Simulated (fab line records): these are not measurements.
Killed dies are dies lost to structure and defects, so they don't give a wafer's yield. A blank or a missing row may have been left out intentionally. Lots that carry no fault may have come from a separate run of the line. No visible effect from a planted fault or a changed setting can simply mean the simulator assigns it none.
Which tool was responsible? | flow n5-finfet | 13 lots with 39 wafers sampled at 6 steps, on a route of 1938 steps

WHAT THE GAUGES SHOWED, per wafer
N5_BEOL_M3_OCD_MEAS_38. Usual: trench-depth-nm reads 55.5 nm (standard deviation 1).
lot  | measured     | on     | trench-depth-nm (nm) | flag
L807 | day 7 04:28  | ocd-02 | 54.6 55.3 54.8       |
L808 | day 7 17:26  | ocd-01 | 55.7 54.4 55.6       |
L809 | day 8 01:43  | ocd-01 | 55.0 55.2 57.2       |
L811 | day 8 14:16  | ocd-02 | 55.8 56.3 56.7       |
L812 | day 9 07:45  | ocd-02 | 55.2 55.5 54.8       |
L813 | day 9 09:05  | ocd-01 | 56.7 56.0 56.4       |
L814 | day 9 13:47  | ocd-01 | 55.4 55.4 55.3       |
L815 | day 9 14:40  | ocd-02 | 55.7 56.4 56.4       |
L816 | day 9 17:44  | ocd-01 | 56.9 55.6 56.8       |
L821 | day 11 05:50 | ocd-01 | 56.6 55.6 53.4       |
L822 | day 11 10:36 | ocd-01 | 54.0 55.4 56.2       |
L823 | day 11 10:40 | ocd-02 | 56.4 55.1 43.3       | OFF
L827 | day 13 07:26 | ocd-02 | 56.2 54.3 55.6       |

N5_BEOL_M4_RC_MEAS_101. Usual: CHAIN_V2_max_site 239 ohm/link, standard deviation 8.9; CHAIN_V3_max_site 241 ohm/link, standard deviation 9.6; DIBL_N 36.0 mV/V, standard deviation 2; DIBL_P 36.2 mV/V, standard deviation 2.2; IOFF_N 0.16 nA/um, standard deviation 0.034; IOFF_P 0.21 nA/um, standard deviation 0.04; ION_N 675 uA/um, standard deviation 12; ION_P 463 uA/um, standard deviation 7.2; SS_N 71.6 mV/dec, standard deviation 0.6; SS_P 73.3 mV/dec, standard deviation 0.67; VT_N 250 mV, standard deviation 3; VT_P -251 mV, standard deviation 3.4.
lot  | measured     | on        | CHAIN_V2_max_site (ohm/link) | CHAIN_V3_max_site (ohm/link) | DIBL_N (mV/V)  | DIBL_P (mV/V)  | IOFF_N (nA/um) | IOFF_P (nA/um) | ION_N (uA/um) | ION_P (uA/um) | SS_N (mV/dec)  | SS_P (mV/dec)  | VT_N (mV)   | VT_P (mV)      | flag
L807 | day 8 01:43  | prober-02 | 237 249 231                  | 241 257 244                  | 37.7 35.6 35.6 | 36.6 34.6 34.4 | 0.17 0.12 0.14 | 0.21 0.18 0.18 | 670 662 650   | 452 457 451   | 72.3 72.2 71.8 | 74.3 73.1 73.6 | 251 253 250 | -252 -255 -256 |
L808 | day 8 10:36  | prober-01 | 219 249 233                  | 236 258 232                  | 38.6 37.0 36.2 | 39.1 37.7 36.8 | 0.22 0.19 0.18 | 0.26 0.24 0.22 | 692 684 683   | 468 467 464   | 71.6 71.2 71.8 | 73.7 73.8 73.9 | 248 246 245 | -250 -248 -250 |
L809 | day 8 20:47  | prober-02 | 247 256 230                  | 240 230 242                  | 33.9 35.8 33.0 | 35.7 37.6 34.6 | 0.13 0.15 0.11 | 0.18 0.19 0.16 | 667 680 648   | 460 460 445   | 71.1 71.4 71.1 | 73.1 73.6 72.9 | 251 248 255 | -252 -253 -255 |
L811 | day 9 06:21  | prober-02 | 229 236 236                  | 256 256 230                  | 35.2 36.7 34.6 | 35.2 36.1 35.2 | 0.14 0.16 0.13 | 0.18 0.18 0.17 | 681 673 665   | 460 455 461   | 71.1 71.7 70.6 | 73.5 72.3 72.1 | 251 251 250 | -251 -254 -252 |
L812 | day 9 23:21  | prober-02 | 234 232 241                  | 240 253 241                  | 34.2 31.3 34.5 | 32.2 29.9 33.6 | 0.12 0.10 0.13 | 0.14 0.12 0.16 | 656 651 661   | 450 447 454   | 71.6 70.8 70.8 | 72.6 72.2 72.6 | 253 254 250 | -257 -256 -257 |
L813 | day 10 01:47 | prober-02 | 244 239 247                  | 234 240 247                  | 35.0 35.8 33.0 | 36.6 36.6 33.8 | 0.15 0.16 0.13 | 0.19 0.18 0.15 | 669 675 671   | 457 455 454   | 71.6 72.2 70.9 | 72.8 73.2 72.9 | 250 249 252 | -255 -254 -257 |
L814 | day 10 01:41 | prober-01 | 237 232 239                  | 237 244 243                  | 38.6 36.6 37.7 | 39.9 37.6 38.0 | 0.24 0.20 0.22 | 0.29 0.25 0.26 | 697 680 693   | 474 462 470   | 72.4 71.6 72.3 | 74.3 73.6 73.6 | 242 245 245 | -245 -248 -248 |
L815 | day 10 05:44 | prober-01 | 232 245 237                  | 229 247 238                  | 36.0 38.7 37.0 | 34.2 37.7 36.6 | 0.13 0.18 0.14 | 0.16 0.20 0.19 | 669 673 679   | 453 453 460   | 71.8 72.5 72.0 | 73.8 73.7 73.5 | 254 253 252 | -255 -253 -254 |
L816 | day 10 11:44 | prober-01 | 236 254 232                  | 248 243 244                  | 34.5 34.3 34.4 | 35.0 34.6 34.0 | 0.14 0.13 0.13 | 0.21 0.20 0.18 | 673 668 670   | 467 465 460   | 70.8 70.4 71.1 | 72.9 72.5 72.6 | 249 252 252 | -248 -251 -251 |
L821 | day 12 04:51 | prober-02 | 230 242 227                  | 254 241 235                  | 34.6 37.4 34.8 | 34.6 38.7 35.9 | 0.13 0.17 0.13 | 0.19 0.25 0.21 | 669 674 665   | 464 462 458   | 71.6 72.4 72.0 | 72.6 74.2 73.4 | 253 249 253 | -252 -248 -250 |
L822 | day 12 04:16 | prober-01 | 249 237 254                  | 250 250 264                  | 35.6 39.0 35.0 | 35.2 39.3 34.8 | 0.16 0.24 0.16 | 0.23 0.31 0.22 | 679 697 673   | 463 477 461   | 71.4 72.2 71.5 | 73.3 74.0 73.1 | 251 246 249 | -246 -245 -247 |
L823 | day 12 05:36 | prober-01 | 242 246 ~571                 | 244 236 ~571                 | 37.9 37.9 36.9 | 38.1 37.8 36.9 | 0.19 0.19 0.17 | 0.26 0.26 0.23 | 691 697 681   | 474 472 464   | 72.3 72.0 71.6 | 73.6 73.1 73.2 | 248 245 248 | -245 -245 -249 |
L827 | day 13 21:14 | prober-02 | 259 241 243                  | 243 251 229                  | 38.0 38.9 38.2 | 38.2 39.1 38.4 | 0.18 0.20 0.18 | 0.23 0.27 0.23 | 675 683 682   | 462 470 469   | 71.4 72.0 72.5 | 74.1 74.2 74.7 | 250 248 248 | -248 -247 -247 |

EACH LOT AND THE TOOL THAT RAN IT (in order: tool; ch and the chambers of the sampled wafers; start)
lot  | N5_BEOL_M3_ETCH_64                | N5_BEOL_M3_ETCH_70                 | N5_BEOL_M3_ETCH_41                            | N5_BEOL_M3_SPUTTER_48
L807 | rie-diel-03 ch 0,2,3, day 7 01:37 | rie-diel-06 ch 0,1,3, day 7 04:07  | rie-diel-06 ch 0,1,3, day 7 04:28 or earlier  | pvd-sputter-01, day 7 06:38
L808 | rie-diel-05 ch 2,3, day 7 09:44   | rie-diel-06 ch 0,2,3, day 7 17:05  | rie-diel-06 ch 0,2,3, day 7 17:26 or earlier  | pvd-sputter-02, day 7 18:54
L809 | rie-diel-05 ch 2,3, day 7 18:59   | rie-diel-05 ch 1,3, day 8 01:22    | rie-diel-05 ch 1,3, day 8 01:43 or earlier    | pvd-sputter-03, day 8 04:33
L811 | rie-diel-05 ch 1,3, day 8 07:34   | rie-diel-06 ch 0,1,2, day 8 13:54  | rie-diel-06 ch 0,1,2, day 8 14:16 or earlier  | pvd-sputter-02, day 8 15:16
L812 | rie-diel-03 ch 0,1,2, day 9 00:44 | rie-diel-05 ch 1,2, day 9 07:23    | rie-diel-05 ch 1,2, day 9 07:45 or earlier    | pvd-sputter-02, day 9 09:34
L813 | rie-diel-05 ch 0,1,2, day 9 02:02 | rie-diel-03 ch 0,2,3, day 9 08:44  | rie-diel-03 ch 0,2,3, day 9 09:05 or earlier  | pvd-sputter-02, day 9 11:35
L814 | rie-diel-03 ch 0,1,2, day 9 02:18 | rie-diel-06 ch 0,1,3, day 9 13:26  | rie-diel-06 ch 0,1,3, day 9 13:47 or earlier  | pvd-sputter-03, day 9 15:08
L815 | rie-diel-06 ch 1,2, day 9 03:13   | rie-diel-03 ch 0,3, day 9 14:18    | rie-diel-03 ch 0,3, day 9 14:40 or earlier    | pvd-sputter-01, day 9 15:57
L816 | rie-diel-03 ch 2,3, day 9 07:08   | rie-diel-03 ch 0,2, day 9 17:22    | rie-diel-03 ch 0,2, day 9 17:44 or earlier    | pvd-sputter-03, day 9 19:19
L821 | rie-diel-06 ch 1,3, day 11 01:31  | rie-diel-03 ch 0,1,3, day 11 05:29 | rie-diel-03 ch 0,1,3, day 11 05:50 or earlier | pvd-sputter-03, day 11 07:03
L822 | rie-diel-06 ch 1,3, day 11 04:43  | rie-diel-06 ch 0,1,2, day 11 10:14 | rie-diel-06 ch 0,1,2, day 11 10:36 or earlier | pvd-sputter-03, day 11 11:35
L823 | rie-diel-05 ch 1,2, day 11 06:12  | rie-diel-05 ch 0,2,3, day 11 10:18 | rie-diel-05 ch 0,2,3, day 11 10:40 or earlier | pvd-sputter-02, day 11 12:01
L827 | rie-diel-03 ch 2,3, day 12 06:47  | rie-diel-03 ch 0,1,2, day 13 07:05 | rie-diel-03 ch 0,1,2, day 13 07:26 or earlier | pvd-sputter-01, day 13 08:23
- N5_BEOL_M3_ETCH_64: etches SOC in N2/H2, target depth 75 nm, overetch 15 nm, time 112.5 s.
- N5_BEOL_M3_ETCH_70: etches SOC in N2/H2, target depth 80 nm, overetch 16 nm, time 120 s.
- N5_BEOL_M3_ETCH_41: etches SiCN in CH3F/O2, target depth 29.9 nm, time 52.5 s.
- N5_BEOL_M3_SPUTTER_48: material Cu, target thk 4.5 nm, time 8.29 s.

WHAT THE TOOLS THEMSELVES READ (means of the sampled wafers that have a number; where no wafer has one, the mark that the record gives instead)
N5_BEOL_M3_ETCH_64. Usual: drypump-motor-current-A 5.81 A, standard deviation 0.24; n2-flow-sccm 200.0 sccm, standard deviation 0.59; oes-product-au 0.62 a.u., standard deviation 0.069; rf-vpp-V 524.5 V, standard deviation 2.4; showerhead-plenum-p-Torr 2.57 Torr, standard deviation 0.082; throttle-valve-pct 17.8 %, standard deviation 0.34.
lot  | tool        | drypump-motor-current-A (A) | n2-flow-sccm (sccm) | oes-product-au (a.u.) | rf-vpp-V (V) | showerhead-plenum-p-Torr (Torr) | throttle-valve-pct (%) | flag
L807 | rie-diel-03 | 5.59                        | 199.6               | 0.69                  | 525.2        | 2.60                            | 17.8                   |
L808 | rie-diel-05 | 5.92                        | 200.2               | 0.62                  | 522.5        | 2.49                            | 18.0                   |
L809 | rie-diel-05 | 5.93                        | 200.2               | 0.61                  | 521.8        | 2.48                            | 18.0                   |
L811 | rie-diel-05 | 5.83                        | 199.8               | 0.60                  | 525.3        | 2.61                            | 18.0                   |
L812 | rie-diel-03 | 5.89                        | 199.8               | 0.66                  | 526.0        | 2.65                            | 17.6                   |
L813 | rie-diel-05 | 5.85                        | 199.9               | 0.62                  | 524.2        | 2.55                            | 17.9                   |
L814 | rie-diel-03 | 5.89                        | 199.7               | 0.66                  | 526.7        | 2.65                            | 17.6                   |
L815 | rie-diel-06 | 5.55                        | 199.5               | 0.60                  | 525.7        | 2.61                            | 18.0                   |
L816 | rie-diel-03 | 5.63                        | 200.4               | 0.67                  | 525.9        | 2.62                            | 17.6                   |
L821 | rie-diel-06 | 5.71                        | 200.6               | 0.64                  | 524.0        | 2.52                            | 17.5                   |
L822 | rie-diel-06 | 5.73                        | 199.5               | 0.64                  | 523.3        | 2.52                            | 17.5                   |
L823 | rie-diel-05 | 5.96                        | 200.0               | 0.54                  | 523.7        | 2.55                            | 18.2                   |
L827 | rie-diel-03 | 5.54                        | 199.2               | 0.63                  | 524.4        | 2.53                            | 17.9                   |

N5_BEOL_M3_ETCH_70. Usual: drypump-motor-current-A 5.78 A, standard deviation 0.26; n2-flow-sccm 200.1 sccm, standard deviation 0.61; oes-product-au 0.60 a.u., standard deviation 0.056; rf-vpp-V 524.4 V, standard deviation 2.4; showerhead-plenum-p-Torr 2.56 Torr, standard deviation 0.081; throttle-valve-pct 17.8 %, standard deviation 0.32.
lot  | tool        | drypump-motor-current-A (A) | n2-flow-sccm (sccm) | oes-product-au (a.u.) | rf-vpp-V (V) | showerhead-plenum-p-Torr (Torr) | throttle-valve-pct (%) | flag
L807 | rie-diel-06 | 5.79                        | 200.2               | 0.60                  | 523.4        | 2.54                            | 17.7                   |
L808 | rie-diel-06 | 5.92                        | 199.8               | 0.60                  | 523.8        | 2.51                            | 17.7                   |
L809 | rie-diel-05 | 5.84                        | 200.1               | 0.59                  | 526.4        | 2.61                            | 18.0                   |
L811 | rie-diel-06 | 5.76                        | 199.3               | 0.57                  | 525.3        | 2.57                            | 18.0                   |
L812 | rie-diel-05 | 5.96                        | 200.5               | 0.54                  | 523.8        | 2.56                            | 18.2                   |
L813 | rie-diel-03 | 5.61                        | 200.3               | 0.65                  | 525.0        | 2.59                            | 17.8                   |
L814 | rie-diel-06 | 5.79                        | 200.0               | 0.59                  | 522.9        | 2.53                            | 17.7                   |
L815 | rie-diel-03 | 5.51                        | 200.4               | 0.63                  | 522.5        | 2.52                            | 18.0                   |
L816 | rie-diel-03 | 5.62                        | 200.2               | 0.67                  | 526.1        | 2.64                            | 17.7                   |
L821 | rie-diel-03 | 5.80                        | 200.1               | 0.60                  | 525.3        | 2.57                            | 17.9                   |
L822 | rie-diel-06 | 5.79                        | 200.4               | 0.56                  | 524.3        | 2.56                            | 18.0                   |
L823 | rie-diel-05 | 5.78                        | 200.5               | 0.63                  | 523.2        | 2.53                            | 17.7                   |
L827 | rie-diel-03 | 5.87                        | 200.2               | 0.60                  | 526.1        | 2.63                            | 17.7                   |

N5_BEOL_M3_ETCH_41. Usual: drypump-motor-current-A 5.77 A, standard deviation 0.27; oes-product-au 0.79 a.u., standard deviation 0.077; rf-vpp-V 297.7 V, standard deviation 1.4; showerhead-plenum-p-Torr 2.01 Torr, standard deviation 0.067; throttle-valve-pct 16.28 %, standard deviation 0.27.
lot  | tool        | drypump-motor-current-A (A) | oes-product-au (a.u.) | rf-vpp-V (V) | showerhead-plenum-p-Torr (Torr) | throttle-valve-pct (%) | flag
L807 | rie-diel-06 | 5.78                        | 0.79                  | 297.5        | 2.01                            | 16.24                  |
L808 | rie-diel-06 | 5.93                        | 0.79                  | 297.2        | 1.98                            | 16.29                  |
L809 | rie-diel-05 | 5.83                        | 0.77                  | 298.8        | 2.06                            | 16.50                  |
L811 | rie-diel-06 | 5.79                        | 0.74                  | 298.1        | 2.02                            | 16.44                  |
L812 | rie-diel-05 | 5.97                        | 0.69                  | 298.1        | 2.01                            | 16.68                  |
L813 | rie-diel-03 | 5.59                        | 0.86                  | 297.3        | 2.03                            | 16.17                  |
L814 | rie-diel-06 | 5.79                        | 0.77                  | 297.5        | 2.00                            | 16.29                  |
L815 | rie-diel-03 | 5.50                        | 0.83                  | 297.3        | 1.97                            | 16.32                  |
L816 | rie-diel-03 | 5.65                        | 0.88                  | 298.6        | 2.07                            | 16.07                  |
L821 | rie-diel-03 | 5.80                        | 0.79                  | 297.7        | 2.01                            | 16.21                  |
L822 | rie-diel-06 | 5.78                        | 0.73                  | 297.7        | 2.01                            | 16.49                  |
L823 | rie-diel-05 | 5.78                        | 0.79                  | 297.5        | 1.99                            | 16.23                  |
L827 | rie-diel-03 | 5.88                        | 0.79                  | 298.4        | 2.07                            | 16.11                  |

N5_BEOL_M3_SPUTTER_48. Usual: throttle-valve-pct reads 29.9 % (standard deviation 0.95).
lot  | tool           | throttle-valve-pct (%) | flag
L807 | pvd-sputter-01 | 30.0                   |
L808 | pvd-sputter-02 | 30.4                   |
L809 | pvd-sputter-03 | 28.7                   |
L811 | pvd-sputter-02 | 30.9                   |
L812 | pvd-sputter-02 | 30.8                   |
L813 | pvd-sputter-02 | 30.9                   |
L814 | pvd-sputter-03 | 29.6                   |
L815 | pvd-sputter-01 | 30.4                   |
L816 | pvd-sputter-03 | 29.4                   |
L821 | pvd-sputter-03 | 28.8                   |
L822 | pvd-sputter-03 | 29.7                   |
L823 | pvd-sputter-02 | 29.7                   |
L827 | pvd-sputter-01 | 30.2                   |

THE ANSWER, worked out from the rows above alone
Rule: lot off if the mean of its wafers having a number is beyond 3 standard deviations from the usual mean. A lot without any number at a reading at which 4 lots or more have one is off too. The other lots that the step has rows for count as sound. First the gauges in route order, then the tools' own readings, where a lot's mean is used as printed above. The first step at which some lot is off is used, and at that step the reading that is off furthest; a lot without a number counts as furthest.
Off: L823, at N5_BEOL_M3_OCD_MEAS_38 (trench-depth-nm).
A tool fits if, at a process step before that reading, it ran every lot that is off, and no sound lot after the first of them. Gauges at N5_BEOL_M3_OCD_MEAS_38: tried the same way as those tools. N5_BEOL_M3_ETCH_41: start missing for some lots; hours and lot order therefore follow N5_BEOL_M3_OCD_MEAS_38. One fits: rie-diel-05 at N5_BEOL_M3_ETCH_64 and N5_BEOL_M3_ETCH_70 and N5_BEOL_M3_ETCH_41. At N5_BEOL_M3_ETCH_64 its last sound lot is L813 (day 9 02:02), its first lot that is off L823 (day 11 06:12): a fault that began between those two fits.

WHAT THE SIMULATOR PUT IN
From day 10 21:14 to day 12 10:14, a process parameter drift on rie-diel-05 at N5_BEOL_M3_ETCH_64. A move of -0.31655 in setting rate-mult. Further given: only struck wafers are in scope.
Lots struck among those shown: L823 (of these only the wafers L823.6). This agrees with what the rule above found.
